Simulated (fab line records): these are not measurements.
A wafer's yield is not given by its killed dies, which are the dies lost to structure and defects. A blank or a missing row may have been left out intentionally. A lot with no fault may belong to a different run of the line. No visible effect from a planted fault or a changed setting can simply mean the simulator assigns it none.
Chamber matching -- flow n5 finfet -- N5_BEOL_M2_DEP_57 on pecvd-04: 3 sister chambers
The step deposits SiCN from 3MS/NH3, target thk 8 nm, time 14 s. 3 wafers are shown with their chamber, then 12 later ones without.

== WAFERS PAIRED WITH THEIR CHAMBERS ==
wafer,chamber,showerhead plenum p Torr (Torr)
L085.5,2,3.662
L088.2,0,3.637
L088.5,1,3.676

== WAFERS MISSING THEIR CHAMBER ==
wafer,showerhead plenum p Torr (Torr)
L091.2,3.640
L091.4,3.683
L091.6,3.665
L090.1,3.690
L090.5,3.671
L090.6,3.640
L092.2,3.679
L092.5,3.675
L092.6,3.667
L093.3,3.642
L093.4,3.679
L093.5,3.671

== WHICH CHAMBER EACH WENT THROUGH ==
wafer,from the rows above,in truth
L091.2,0,0
L091.4,1,1
L091.6,can't be placed: 2 or 1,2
L090.1,1,1
L090.5,can't be placed: 1 or 2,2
L090.6,0,0
L092.2,1,1
L092.5,1,1
L092.6,can't be placed: 2 or 1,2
L093.3,0,0
L093.4,1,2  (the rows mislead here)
L093.5,can't be placed: 1 or 2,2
Placed correctly: 7 of 12. From these rows, 4 cannot be placed; in 4 the true chamber is one of the candidates. Wrongly placed: 1.
How it was worked out, from the rows above alone: a wafer's distance from a chamber is the root of the sum, over the readings, of the square of ((its reading less the chamber's mean) divided by the reading's scatter). The wafer belongs to the nearest chamber; if the next one is less than 2 further off, it can't be placed. For every chamber, the mean is computed from those of its wafers that are shown. The scatter: with one shown wafer a chamber, the root of the mean of the squares of how far each hidden wafer lies from its nearest shown one.
